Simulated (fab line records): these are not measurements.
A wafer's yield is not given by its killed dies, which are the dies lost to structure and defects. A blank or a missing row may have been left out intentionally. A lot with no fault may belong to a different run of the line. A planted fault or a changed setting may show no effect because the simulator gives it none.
Struck lot and sound lot, side by side -- flow nand_harc -- 18 out of 1302 route steps
Sound: these wafers, L553.2, L553.3, L553.5. Wafers L565.1, L565.3, L565.6 were the ones struck. The cause comes at the end.
Order at every step that has rows: each side's tool, ch and its chambers, its first start. Under that, the readings that differ: sound wafers -- struck wafers -- difference of the means -- sigmas: that difference in standard deviations of wafers without a fault.
alike: readings with means less than 2 such deviations apart, plus words and numbers identical on both sides. not compared: withheld readings, readings lacking a value on some wafer, bounds such as >300 that could conceal the same value, and numbers that have no deviation in the record and whose values overlap.
Wherever a step has rows on one side only, a row that says differs or no value, or a row with sigmas, the two part there. Numbers that don't overlap but have no deviation are shown without sigmas and don't part them. A reading missing from all wafers of one side parts the sides only when that side holds two or more wafers.

first, 1 step without rows for these wafers: NHARC_A_M0_SRD_25.
NHARC_A_M0_INSPECT_27:
  sound: defect_inspect-02 at day 23 19:01; struck: defect_inspect-01 at day 28 19:17
  alike: raw_defect_count
NHARC_A_M0_PRE_CLEAN_31: time 12 s.
  sound on pecvd-02 ch 0,1,2, day 23 19:05; struck on pecvd-02 ch 0,1, day 28 19:22
  alike: heater_power_w
  not compared: since_wet_clean_h
NHARC_A_M0_DEP_32: deposits SiCN, target thk 30 nm.
  sound on pecvd-02 ch 0,1,2, day 23 19:10; struck on pecvd-02 ch 0,1, day 28 19:26
  alike: heater_power_w, showerhead_vpp_V
  not compared: since_wet_clean_h
then, 7 steps without rows for these wafers: NHARC_A_M1_DEP_00 (deposits SiOC, target thk 182.5 nm); NHARC_A_M1_DEHYDRATE_01 (time 120 s); NHARC_A_M1_HMDS_02 (time 30 s); NHARC_A_M1_COAT_34 (time 65 s); NHARC_A_M1_COAT_03 (resist thk 90 nm); NHARC_A_M1_SOFTBAKE_04 (time 55 s); NHARC_A_M1_EBR_05.
NHARC_A_M1_EXPOSE_06: exposes mask A M1, target cd 120 nm.
  sound on arfi_scanner-01 ch 0, day 23 20:17; struck on arfi_scanner-02 ch 0, day 28 20:37
reading,sound,struck,difference,sigmas
model.A_M1.overlay_x_nm (nm),0.1792 0.1792 0.1792,32.5 32.5 32.5,+32.3,
  alike: mask, reticle_temp_C
then, 2 steps without rows for these wafers: NHARC_A_M1_PEB_07 (peb time 65 s); NHARC_A_M1_DEVELOP_08 (develop time 35 s).
NHARC_A_M1_CD_MEAS_09: the cd target is 120 nm.
  sound on cd_sem-02 ch 0, day 23 20:25; struck on cd_sem-03 ch 0, day 28 20:46
  alike: cd_nm
NHARC_A_M1_OVL_MEAS_10: pitch 240 nm.
  sound: overlay-02 at day 23 20:31; struck: overlay-01 at day 28 20:51
reading,sound,struck,difference,sigmas
overlay_x_nm (nm),1.1 0.3 -0.2,32.4 32.8 31.8,+31.9,+38
  alike: overlay_y_nm
NHARC_A_M1_INSPECT_11:
  sound: defect_inspect-02 at day 23 20:33; struck: defect_inspect-01 at day 28 20:53
  alike: raw_defect_count
NHARC_END_SORT_01:
  sound on prober-01 ch 0, day 25 07:37; struck on prober-02 ch 0, day 30 15:33
  alike: defect_limited_yield, killed_at_array, killed_at_other, killed_at_periphery, killed_dies, killed_open, killed_short, sort_bin_2_pct, sort_bin_3_pct, sort_bin_4_pct, sort_n_pass, sort_rim_yield_pct, sort_yield_pct

WHERE THEY PART
NHARC_A_M1_OVL_MEAS_10 only, going by this record. Later steps at which nothing parts them and some readings are alike: NHARC_A_M1_INSPECT_11, NHARC_END_SORT_01.

WHY: what the simulator had put in
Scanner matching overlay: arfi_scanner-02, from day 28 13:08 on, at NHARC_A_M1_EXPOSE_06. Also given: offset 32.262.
